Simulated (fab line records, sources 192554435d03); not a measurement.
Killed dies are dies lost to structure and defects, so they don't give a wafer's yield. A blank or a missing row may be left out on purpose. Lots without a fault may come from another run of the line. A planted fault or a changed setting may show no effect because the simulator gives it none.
Split-lot experiment | flow n5_finfet | 7 lots, 39 wafers read, on a route of 1938 steps

THE SPLIT
At N5_BEOL_M2_HM_DEP_02 (deposits TiN, target thk 20 nm), the setting target_thk_a was moved away from the recipe's 200 angstrom on 9 of the 39 wafers read, by -46.2% to +46.7%. The other wafers ran this setting at the recipe's value.

FROM THE SPLIT TO THE READING: what the file shows between them, 4 steps
- N5_BEOL_M2_COAT_61: time 60 s, resist thk 60 nm
- N5_BEOL_M2_COAT_62: time 60 s, resist thk 12 nm
- N5_BEOL_M2_STRIP_75: strips in N2/H2
- N5_BEOL_M2_STRIP_66: strips in CF4

THE READING
etch.depth_nm (the simulator's own value, which no gauge read), in nm, at N5_BEOL_M2_HM_OPEN_17 (chemistry Cl2/BCl3, target TiN, target depth 20 nm, overetch 6 nm). The file gives no usual value for it. The 30 wafers here that ran the recipe average 20.06 nm, standard deviation 0.21 nm.

wafer  | tool, chamber at the split | target_thk_a as run, angstrom | against the recipe | etch.depth_nm, nm | against lot-mates on the recipe
L075.1 | pvd_sputter-03, -          | 200                           | recipe             | 20.22             | -
L075.2 | pvd_sputter-03, -          | 200                           | recipe             | 19.88             | -
L075.3 | pvd_sputter-03, -          | 200                           | recipe             | 20.41             | -
L075.4 | pvd_sputter-03, -          | 200                           | recipe             | 20.29             | -
L075.6 | pvd_sputter-03, -          | 200                           | recipe             | 20.29             | -
L075.5 | pvd_sputter-03, -          | 200                           | recipe             | 20.33             | -
L077.1 | pvd_sputter-03, -          | 200                           | recipe             | 20.02             | -
L077.3 | pvd_sputter-03, -          | 200                           | recipe             | 19.69             | -
L077.6 | pvd_sputter-03, -          | 200                           | recipe             | 19.82             | -
L079.1 | pvd_sputter-01, -          | 200                           | recipe             | 19.84             | -
L079.2 | pvd_sputter-01, -          | 293.4                         | +46.7%             | 26.49             | +6.71
L079.3 | pvd_sputter-01, -          | 293.4                         | +46.7%             | 26.15             | +6.37
L079.4 | pvd_sputter-01, -          | 293.4                         | +46.7%             | 26.43             | +6.65
L079.5 | pvd_sputter-01, -          | 200                           | recipe             | 20.01             | -
L079.6 | pvd_sputter-01, -          | 200                           | recipe             | 19.48             | -
L083.1 | pvd_sputter-01, -          | 200                           | recipe             | 20.25             | -
L083.2 | pvd_sputter-01, -          | 200                           | recipe             | 19.96             | -
L083.3 | pvd_sputter-01, -          | 200                           | recipe             | 20.39             | -
L083.4 | pvd_sputter-01, -          | 200                           | recipe             | 19.92             | -
L083.5 | pvd_sputter-01, -          | 200                           | recipe             | 20.02             | -
L083.6 | pvd_sputter-01, -          | 200                           | recipe             | 20.02             | -
L091.1 | pvd_sputter-02, -          | 200                           | recipe             | 20.1              | -
L091.2 | pvd_sputter-02, -          | 236.4                         | +18.2%             | 23.63             | +3.64
L091.3 | pvd_sputter-02, -          | 200                           | recipe             | 19.89             | -
L091.4 | pvd_sputter-02, -          | 236.4                         | +18.2%             | 23.91             | +3.92
L091.5 | pvd_sputter-02, -          | 236.4                         | +18.2%             | 23.93             | +3.94
L091.6 | pvd_sputter-02, -          | 200                           | recipe             | 19.99             | -
L092.1 | pvd_sputter-02, -          | 107.5                         | -46.2%             | 11.11             | -8.97
L092.2 | pvd_sputter-02, -          | 200                           | recipe             | 20.15             | -
L092.3 | pvd_sputter-02, -          | 200                           | recipe             | 19.99             | -
L092.4 | pvd_sputter-02, -          | 107.5                         | -46.2%             | 10.85             | -9.23
L092.5 | pvd_sputter-02, -          | 107.5                         | -46.2%             | 10.79             | -9.29
L092.6 | pvd_sputter-02, -          | 200                           | recipe             | 20.11             | -
L094.1 | pvd_sputter-02, -          | 200                           | recipe             | 20.06             | -
L094.2 | pvd_sputter-02, -          | 200                           | recipe             | 20.03             | -
L094.3 | pvd_sputter-02, -          | 200                           | recipe             | 20.4              | -
L094.4 | pvd_sputter-02, -          | 200                           | recipe             | 20.09             | -
L094.6 | pvd_sputter-02, -          | 200                           | recipe             | 20.09             | -
L094.5 | pvd_sputter-02, -          | 200                           | recipe             | 20.08             | -

THE FIT
A straight line over all 39 wafers: etch.depth_nm changes by +0.17 nm for each +1% of target_thk_a; r = +0.98; the points scatter about the line by 0.63 nm.
The same after taking each lot's own level away (the mean of its wafers on the recipe; 39 wafers): +0.173 nm for each +1%; r = +0.99; scatter 0.57 nm.
On that fit, the largest move of target_thk_a shifts the reading by 8.1 nm.
The lots' own levels span 19.777 to 20.237 nm, that is 2.2 times the standard deviation above.
So the lot-to-lot level changes the slope little: the two slopes agree.
Check: with one of the wafers moved furthest among these (+46.7%) left out of the fit, the line predicts +8.17 nm for it against its lot-mates. It came out at +6.71 nm against them.

THE WHOLE CHAIN: every reading that the file lists as answering this split, in the file's order
step                  | what it does                                                      | reading                                                                          | change (the file's fit)               | r (the file's)
N5_BEOL_M2_HM_DEP_02  | deposits TiN, target thk 20 nm                                    | TiN_of_BEOL_M2_HM_DEP_02.thk_nm (the simulator's own value, which no gauge read) | +0.2 nm for each +1% of the setting   | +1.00
N5_BEOL_M2_HM_OPEN_17 | chemistry Cl2/BCl3, target TiN, target depth 20 nm, overetch 6 nm | etch.depth_nm (the simulator's own value, which no gauge read)                   | +0.172 nm for each +1% of the setting | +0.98

THE FILE'S OWN FIT
etch.depth_nm changes by +0.172 nm for each +1% of target_thk_a, r = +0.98.
